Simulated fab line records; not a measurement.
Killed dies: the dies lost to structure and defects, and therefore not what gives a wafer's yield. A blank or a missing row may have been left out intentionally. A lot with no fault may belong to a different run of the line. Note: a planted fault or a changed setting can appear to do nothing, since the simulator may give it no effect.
Matching of chambers / flow nand harc / 4 sister chambers for NHARC_A_STAIRCASE_ALD_415 on ald hk-02
The step deposits SiO2, target thk 30 nm, pulse time 6 s, ald cycles 300. 18 wafers are shown with their chamber, then 9 later ones without.

WAFERS, EACH WITH ITS CHAMBER
wafer=L075.3; chamber=1; heater power w (W)=443; precursor pulse height rel=1.015; heater power outer w (W)=245
wafer=L075.4; chamber=2; heater power w (W)=427; precursor pulse height rel=1.023; heater power outer w (W)=243
wafer=L075.5; chamber=2; heater power w (W)=443; precursor pulse height rel=1.009; heater power outer w (W)=245
wafer=L077.1; chamber=2; heater power w (W)=431; precursor pulse height rel=1.020; heater power outer w (W)=247
wafer=L077.2; chamber=3; heater power w (W)=473; precursor pulse height rel=1.009; heater power outer w (W)=251
wafer=L077.4; chamber=1; heater power w (W)=437; precursor pulse height rel=0.988; heater power outer w (W)=242
wafer=L081.1; chamber=3; heater power w (W)=468; precursor pulse height rel=1.000; heater power outer w (W)=245
wafer=L081.2; chamber=1; heater power w (W)=429; precursor pulse height rel=1.024; heater power outer w (W)=239
wafer=L081.4; chamber=2; heater power w (W)=430; precursor pulse height rel=0.972; heater power outer w (W)=247
wafer=L084.1; chamber=1; heater power w (W)=429; precursor pulse height rel=0.993; heater power outer w (W)=245
wafer=L084.5; chamber=2; heater power w (W)=440; precursor pulse height rel=1.003; heater power outer w (W)=241
wafer=L084.6; chamber=3; heater power w (W)=483; precursor pulse height rel=1.021; heater power outer w (W)=257
wafer=L083.1; chamber=3; heater power w (W)=468; precursor pulse height rel=1.017; heater power outer w (W)=252
wafer=L083.4; chamber=2; heater power w (W)=422; precursor pulse height rel=0.957; heater power outer w (W)=241
wafer=L083.6; chamber=3; heater power w (W)=473; precursor pulse height rel=0.977; heater power outer w (W)=253
wafer=L087.2; chamber=2; heater power w (W)=439; precursor pulse height rel=0.992; heater power outer w (W)=241
wafer=L087.4; chamber=0; heater power w (W)=454; precursor pulse height rel=0.948; heater power outer w (W)=249
wafer=L087.6; chamber=2; heater power w (W)=439; precursor pulse height rel=0.998; heater power outer w (W)=247

SIGNATURES, as means of the wafers listed above
reading=heater power w; chamber 0=454.00; chamber 1=434.50; chamber 2=433.88; chamber 3=473.00; scatter within a chamber=6.94
reading=precursor pulse height rel; chamber 0=0.94800; chamber 1=1.00500; chamber 2=0.99675; chamber 3=1.00480; scatter within a chamber=0.0203
reading=heater power outer w; chamber 0=249.00; chamber 1=242.75; chamber 2=244.00; chamber 3=251.60; scatter within a chamber=3.34
Rule: a wafer's distance from a chamber is the root of the sum, over the readings, of the square of ((its reading less the chamber's mean) divided by the reading's scatter). If the next closest chamber is less than 2 further off than the closest, the wafer can't be placed; otherwise it belongs to the closest. The scatter: take each reading less its chamber's mean, square it, sum over the shown wafers, divide by the number of wafers less the number of chambers, and take the root.

WAFERS WITHOUT THEIR CHAMBER
wafer=L091.2; heater power w (W)=445; precursor pulse height rel=1.036; heater power outer w (W)=253
wafer=L091.3; heater power w (W)=451; precursor pulse height rel=1.027; heater power outer w (W)=243
wafer=L091.5; heater power w (W)=441; precursor pulse height rel=0.987; heater power outer w (W)=249
wafer=L096.2; heater power w (W)=447; precursor pulse height rel=0.997; heater power outer w (W)=238
wafer=L096.5; heater power w (W)=447; precursor pulse height rel=1.003; heater power outer w (W)=259
wafer=L096.6; heater power w (W)=427; precursor pulse height rel=0.997; heater power outer w (W)=242
wafer=L097.1; heater power w (W)=436; precursor pulse height rel=0.978; heater power outer w (W)=242
wafer=L097.2; heater power w (W)=446; precursor pulse height rel=1.004; heater power outer w (W)=249
wafer=L097.5; heater power w (W)=445; precursor pulse height rel=0.998; heater power outer w (W)=236

WHICH CHAMBER EACH WENT THROUGH
wafer=L091.2; from the rows above=can't be placed: 2 or 1 or 3 or 0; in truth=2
wafer=L091.3; from the rows above=can't be placed: 1 or 2 or 3 or 0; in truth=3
wafer=L091.5; from the rows above=can't be placed: 2 or 1 or 0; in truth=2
wafer=L096.2; from the rows above=can't be placed: 1 or 2 or 0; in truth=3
wafer=L096.5; from the rows above=can't be placed: 0 or 3 or 2 or 1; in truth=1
wafer=L096.6; from the rows above=can't be placed: 2 or 1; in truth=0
wafer=L097.1; from the rows above=can't be placed: 2 or 1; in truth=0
wafer=L097.2; from the rows above=can't be placed: 2 or 1 or 0 or 3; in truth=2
wafer=L097.5; from the rows above=can't be placed: 1 or 2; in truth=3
0 of 9 placed correctly. From these rows, 9 cannot be placed; in 5 the true chamber is one of the candidates. Wrongly placed: 0.
